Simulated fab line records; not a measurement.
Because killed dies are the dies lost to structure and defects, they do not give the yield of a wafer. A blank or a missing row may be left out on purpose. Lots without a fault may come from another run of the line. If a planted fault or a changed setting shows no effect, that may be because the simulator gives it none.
One fault through the eyes of 2 desks ; flow nandHarc ; what lay behind the numbers comes last; until then each desk has only its own

== FROM THE METROLOGY DESK ==
Means of the sampled wafers that have a number, per lot and without regard to the tool the lot ran on: this is what the gauges read. Any lot whose mean is over 4 standard deviations away from the usual mean is out of limits and marked OUT; that distance is given in the brackets.
Columns: A = thkNm at NHARC_A_SOURCE_PLATE_THK_MEAS_09, usual 9.9 nm; B = thkNm at NHARC_A_ONON_D1_THK_MEAS_30, usual 1001 nm
lot;first seen here;A;B
L911;day 7 18:10;8.8;1010
L914;day 8 21:14;9.8;1002
L916;day 10 08:09;9.2;1002
L917;day 10 14:49;9.6;1078 (+8.2) OUT
L918;day 10 18:30;9.4;1046 (+4.8) OUT
L920;day 11 06:00;10.1;1025
L919;day 11 06:01;9.4;1054 (+5.7) OUT
L924;day 13 08:51;9.1;998
L925;day 13 16:04;8.7;996
L926;day 14 04:00;10.3;996
L928;day 14 14:33;10.0;1010
L930;day 15 10:02;11.3;985
L931;day 16 05:21;10.5;1003
L932;day 16 05:21;9.4;1004
L933;day 16 14:35;8.5;1004
This desk finds L917, L918, L919 out of limits, L917 being first, at day 11 17:17 (thkNm at NHARC_A_ONON_D1_THK_MEAS_30). Within limits: L911, L914, L916, L920, L924, L925, L926, L928, L930, L931, L932, L933.

== THE DEFECT DESK ==
Inspection counts along the route, by lot: the mean over sampled wafers that carry a number. Any lot whose mean is over 4 standard deviations away from the usual mean is out of limits and marked OUT; that distance is given in the brackets.
Columns: A = rawDefectCount at NHARC_A_ONON_D1_INSPECT_32, usual 70
lot;first seen here;A
L911;day 8 18:23;60
L914;day 10 01:13;90
L916;day 11 12:24;67
L917;day 11 17:49;74
L918;day 11 22:40;59
L919;day 12 09:01;90
L920;day 12 09:02;48
L924;day 14 17:38;57
L925;day 14 20:58;61
L926;day 15 06:31;49
L928;day 15 17:30;76
L930;day 16 12:44;77
L932;day 17 08:54;56
L931;day 17 08:55;64
L933;day 17 18:08;47
This desk's finding: nothing out of limits on any of the 15 lots.

== PUT TOGETHER ==
At day 11 17:17 the metrology desk could have sounded an alarm, on L917, L918, L919.
No out-of-limits result turned up at the defect desk.
The defect desk has L917, L918, L919 on record, within its limits.
Of the lots named, all ran NHARC_A_ONON_D1_DEP_28 on pecvdOnon-02.

== WHAT THE SIMULATOR HAD PUT IN ==
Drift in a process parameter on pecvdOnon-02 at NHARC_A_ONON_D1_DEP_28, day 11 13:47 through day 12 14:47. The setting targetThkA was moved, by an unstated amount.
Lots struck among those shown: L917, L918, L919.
Delay in hours, fault start to first out-of-limits reading, per desk: metrology desk 3.
